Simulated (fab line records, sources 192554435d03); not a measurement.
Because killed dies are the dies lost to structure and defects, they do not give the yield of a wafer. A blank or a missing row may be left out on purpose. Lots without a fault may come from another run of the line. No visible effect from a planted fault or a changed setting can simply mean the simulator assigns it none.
Split-lot study ; flow n5_finfet ; 7 lots, 39 wafers read, on a route of 1938 steps

THE SPLIT
At N5_MOL_CONTACT_COAG_EXPOSE_37 (exposes mask VD, defocus 0 nm), the setting dose_mj was moved away from the recipe's 62 on 15 of the 39 wafers read, by -4.7% to +7.1%. The other wafers ran this setting at the recipe's value.

FROM THE SPLIT TO THE READING: what the file shows between them, 8 steps
- N5_MOL_CONTACT_COAG_PEB_38: peb time 60 s
- N5_MOL_CONTACT_COAG_DEVELOP_39: develop time 30 s
- N5_MOL_CONTACT_COAG_CD_MEAS_40: target cd 25.1 nm
- N5_MOL_CONTACT_COAG_ETCHBACK_134: etches SiO2 in CHF3, target depth 10 nm, time 6.7 s (also split here: target_depth_a)
- N5_MOL_CONTACT_COAG_ETCH_67: etches SOC in N2/H2, target depth 60 nm, overetch 21 nm, time 101.2 s
- N5_MOL_CONTACT_COAG_STRIP_68: strips in N2/H2
- N5_MOL_CONTACT_COAG_PRECLEAN_138: cleans in alkaline clean, time 60 s
- N5_MOL_CONTACT_COAG_SRD_139: time 30 s

THE READING
At N5_MOL_CONTACT_COAG_CD_MEAS_101: cd_nm in nanometres, against a target cd of 16 nm. A value of 16.0 nm with a standard deviation of 0.33 nm is what fault-free wafers of this fab line usually give.

wafer;tool, chamber at the split;dose_mj as run;against the recipe;cd_nm, nm;against lot-mates on the recipe
L078.1;euv_scanner-01, 0;64.87;+4.6%;16.6;+1.1
L078.2;euv_scanner-01, 0;62;recipe;15.7;-
L078.3;euv_scanner-01, 0;64.87;+4.6%;16.5;+1.0
L078.4;euv_scanner-01, 0;62;recipe;15.4;-
L078.5;euv_scanner-01, 0;64.87;+4.6%;16.6;+1.1
L078.6;euv_scanner-01, 0;62;recipe;15.5;-
L082.1;euv_scanner-01, 0;65.93;+6.3%;17.1;+1.1
L082.2;euv_scanner-01, 0;62;recipe;16.2;-
L082.3;euv_scanner-01, 0;65.93;+6.3%;16.8;+0.8
L082.4;euv_scanner-01, 0;62;recipe;15.8;-
L082.5;euv_scanner-01, 0;62;recipe;16.0;-
L082.6;euv_scanner-01, 0;65.93;+6.3%;17.1;+1.1
L085.1;euv_scanner-02, 0;66.11;+6.6%;16.8;+0.8
L085.2;euv_scanner-02, 0;62;recipe;15.9;-
L085.3;euv_scanner-02, 0;62;recipe;15.9;-
L085.4;euv_scanner-02, 0;62;recipe;16.2;-
L085.5;euv_scanner-02, 0;66.11;+6.6%;17.8;+1.8
L085.6;euv_scanner-02, 0;66.11;+6.6%;17.1;+1.1
L088.4;euv_scanner-01, 0;62;recipe;15.6;-
L088.5;euv_scanner-01, 0;62;recipe;15.5;-
L088.6;euv_scanner-01, 0;62;recipe;15.8;-
L089.1;euv_scanner-01, 0;66.4;+7.1%;16.9;+1.5
L089.2;euv_scanner-01, 0;62;recipe;15.3;-
L089.3;euv_scanner-01, 0;62;recipe;15.5;-
L089.4;euv_scanner-01, 0;66.4;+7.1%;16.9;+1.5
L089.5;euv_scanner-01, 0;62;recipe;15.4;-
L089.6;euv_scanner-01, 0;66.4;+7.1%;17.5;+2.1
L090.1;euv_scanner-02, 0;62;recipe;16.0;-
L090.2;euv_scanner-02, 0;62;recipe;16.1;-
L090.3;euv_scanner-02, 0;62;recipe;16.3;-
L090.4;euv_scanner-02, 0;62;recipe;16.0;-
L090.5;euv_scanner-02, 0;62;recipe;15.9;-
L090.6;euv_scanner-02, 0;62;recipe;16.2;-
L095.1;euv_scanner-01, 0;59.07;-4.7%;14.9;-1.3
L095.2;euv_scanner-01, 0;59.07;-4.7%;15.0;-1.2
L095.3;euv_scanner-01, 0;62;recipe;15.6;-
L095.4;euv_scanner-01, 0;59.07;-4.7%;14.6;-1.6
L095.5;euv_scanner-01, 0;62;recipe;16.6;-
L095.6;euv_scanner-01, 0;62;recipe;16.3;-

FIT RESULTS
A straight line over all 39 wafers: cd_nm changes by +0.189 nm for each +1% of dose_mj; r = +0.90; the points scatter about the line by 0.32 nm.
The same after taking each lot's own level away (the mean of its wafers on the recipe; 39 wafers): +0.217 nm for each +1%; r = +0.94; scatter 0.27 nm.
Per that fit: largest dose_mj move, reading shift of 1.5 nm.
The span of the lots' own levels, 15.40 to 16.17 nm, comes to 2.3 times the standard deviation stated above.
Thus the slope moves with the lot-to-lot level: the two fits are different.
Check: for one of the wafers moved furthest among these (+7.1%), held out of the fit, the line's prediction against its lot-mates is +1.49 nm. Against them it came out at +1.5 nm.

OTHER SPLITS APPLIED TO THESE WAFERS
Note: prior to the reading, these wafers also went through further splits. Each is held against what the fit with the lots' levels taken away leaves over:
other split on the same wafers;wafers away from the commonest value;r with cd_nm (lot level and that fit taken away)
N5_DUMMY_GATE_ETCH_32 time_s;18;-0.13
N5_SD_EPI_P_EPI_21 dopant_conc_cm3;15;-0.08
N5_HKMG_FIN_ETCH_54 source_w;12;+0.06
N5_MOL_CONTACT_COAG_ETCH_110 bias_w;15;-0.14
N5_MOL_CONTACT_COAG_ETCHBACK_134 target_depth_a;18;+0.14

THE WHOLE CHAIN: every reading that the file lists as answering this split, in the file's order
step;what it does;reading;change (the file's fit);r (the file's)
N5_MOL_CONTACT_COAG_CD_MEAS_40;target cd 25.1 nm;cd_nm;+0.175 nm for each +1% of the setting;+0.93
N5_MOL_CONTACT_COAG_CD_MEAS_101;target cd 16 nm;cd_nm;+0.209 nm for each +1% of the setting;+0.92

FILE'S OWN FIT
cd_nm changes by +0.209 nm for each +1% of dose_mj, r = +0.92.
